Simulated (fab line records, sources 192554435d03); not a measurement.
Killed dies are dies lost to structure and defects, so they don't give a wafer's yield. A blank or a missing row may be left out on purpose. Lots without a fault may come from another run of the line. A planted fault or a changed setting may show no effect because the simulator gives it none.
A struck lot beside a sound one | flow n5_finfet | 26 steps out of a route of 1938
Sound: wafers L118.1, L118.2, L118.3. Struck: wafers L133.3, L133.5, L133.6. The cause comes at the end.
At each step with rows: each side's tool, then ch and its chambers, then its first start. Under that, the readings that differ: sound wafers | struck wafers | difference of the means | sigmas: that difference in standard deviations of wafers without a fault.
alike: readings whose means differ by less than 2 such deviations, and words and numbers that are the same on both sides. not compared: withheld readings, readings that some wafer has no value for, bounds like >300 that may hide the same value, and numbers for which the record gives no deviation and whose values overlap.
The two part at a step that has a row with sigmas, a row that says differs or no value, or rows on one side only. Numbers that don't overlap but have no deviation are shown without sigmas and don't part them. A reading that every wafer of one side lacks parts them only if that side has two wafers or more.

first, 2 steps without rows for these wafers: N5_BEOL_M12_SPUTTER_45 (material Cu, target thk 80 nm, time 13.33 s); N5_BEOL_M12_ECD_47 (material Cu, target thk 720 nm).
N5_BEOL_M12_ANNEAL_48: time 90 s.
  sound on rtp_anneal-01 ch 0, day 14 04:05; struck on rtp_anneal-02 ch 0, day 18 03:52
  alike: wafer_temp_C_max
N5_BEOL_M12_CMP_49: polishes, stops on SiOC, t overpolish 20.6 s, target thk 320 nm.
  sound on cmp-01 ch 1,2,3, day 14 04:25; struck on cmp-02 ch 0,1,2, day 18 04:09
  alike: barrier_field_endpoint_s, clearing_platen_down_force_psi, motor_current_A, overpolish_run_s
N5_BEOL_M12_THK_MEAS_50: measures by xrf.
  sound on film_metro-01, day 14 04:40; struck on film_metro-01, day 18 04:22
  alike: M12_THK
then, 2 steps without rows for these wafers: N5_BEOL_M12_PRE_CLEAN_52 (time 15 s); N5_BEOL_M12_DEP_53 (deposits SiCN from 3MS/NH3, target thk 30 nm, time 10.5 s).
N5_BEOL_M12_RS_MEAS_54: measures by four-point-probe.
  sound on film_metro-01, day 14 04:47; struck on film_metro-01, day 18 04:29
  alike: M12_RS
N5_BEOL_M12_INSPECT_55: inspects for defects (darkfield).
  sound on defect_inspect-01, day 14 04:49; struck on defect_inspect-02, day 18 04:37
  alike: raw_defect_count
N5_BEOL_M13_ILD_DEP_00: deposits SiOC from DEMS/O2, target thk 837.92 nm, time 166.4 s.
  sound on pecvd-03 ch 0,1,2, day 14 04:52; struck on pecvd-04 ch 1,2, day 18 04:40
  alike: heater_power_w, rf_fwd_power_W, showerhead_plenum_p_Torr, throttle_valve_pct
N5_BEOL_M13_THK_MEAS_01:
  sound on film_metro-01, day 14 05:01; struck on film_metro-01, day 18 04:49
  alike: M13_ILD_THK
then, 1 step without rows for these wafers: N5_BEOL_M13_COAT_58 (time 60 s, resist thk 89 nm).
N5_BEOL_M13_COAT_04: resist thk 400 nm.
  sound on litho_track-04 ch 0, day 14 05:02; struck on litho_track-04 ch 0, day 18 04:50
  reading                                    | sound                | struck               | difference | sigmas
  spin_speed_rpm (rpm)                       | 1625.1 1624.5 1625.9 | 1574.4 1573.5 1574.1 | -51.2      | -51
  model.coat_of_BEOL_M13_COAT_04.thk_nm (nm) | 400.8 399.4 399.2    | 407.8 408 407.8      | +8.1       |
  alike: exhaust_pa
then, 6 steps without rows for these wafers: N5_BEOL_M13_EBR_06; N5_BEOL_M13_SOFTBAKE_05 (time 60 s); N5_BEOL_M13_EXPOSE_07 (exposes mask V12); N5_BEOL_M13_PEB_08 (peb time 90 s); N5_BEOL_M13_DEVELOP_09 (develop time 45 s); N5_BEOL_M13_HARDBAKE_14 (time 120 s).
N5_BEOL_M13_CD_MEAS_10: target cd 190 nm.
  sound on cd_sem-03 ch 0, day 14 05:19; struck on cd_sem-02 ch 0, day 18 05:07
  alike: cd_nm
N5_BEOL_M13_OVL_MEAS_11:
  sound on overlay-01 ch 0, day 14 05:20; struck on overlay-02 ch 0, day 18 05:08
  alike: V12_OVL
N5_BEOL_M13_INSPECT_12: inspects for defects (macro).
  sound on defect_inspect-02, day 14 05:22; struck on defect_inspect-02, day 18 05:10
  alike: raw_defect_count
N5_BEOL_M13_DESCUM_15: chemistry O2, time 7.9 s.
  sound on rie_diel-06 ch 0,1,2, day 14 05:24; struck on rie_diel-06 ch 0,2, day 18 05:12
  alike: bias_power_w, drypump_motor_current_A, oes_product_au, rf_fwd_power_W, rf_vpp_V, showerhead_plenum_p_Torr, throttle_valve_pct
  not compared: rf_hours_counter_h
then, 1 step without rows for these wafers: N5_BEOL_M13_ETCH_59 (etches BARC in N2/H2, target depth 89 nm, overetch 26.7 nm, time 67.9 s).
N5_BEOL_M13_VIA_ETCH_16: etches SiOC in C4F8/O2/Ar, target depth 921.7 nm.
  sound on rie_diel-06 ch 0,1,2, day 14 05:29; struck on rie_diel-06 ch 0,2, day 18 05:17
  alike: O2_flow_sccm, drypump_motor_current_A, mfc_ar_sccm, oes_product_au, rf_fwd_power_W, rf_vpp_V, showerhead_plenum_p_Torr, throttle_valve_pct
  not compared: model.coat_of_BEOL_M13_COAT_04.thk_nm
N5_BEOL_M13_STRIP_63: strips in N2/H2.
  sound on plasma_asher-02 ch 0,1, day 14 05:43; struck on plasma_asher-02 ch 0,1, day 18 05:32
  alike: drypump_motor_current_A, heater_power_w, oes_product_au, strip_time_to_endpoint_s
  not compared: rf_hours_counter_h

WHERE THEY PART
Only at N5_BEOL_M13_COAT_04, within this record. Later steps at which nothing parts them and some readings are alike: N5_BEOL_M13_CD_MEAS_10, N5_BEOL_M13_OVL_MEAS_11, N5_BEOL_M13_INSPECT_12, N5_BEOL_M13_DESCUM_15, N5_BEOL_M13_VIA_ETCH_16, N5_BEOL_M13_STRIP_63.

WHY: what the simulator had put in
Process parameter drift: litho_track-04, from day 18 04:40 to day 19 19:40, at N5_BEOL_M13_COAT_04. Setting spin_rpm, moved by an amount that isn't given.
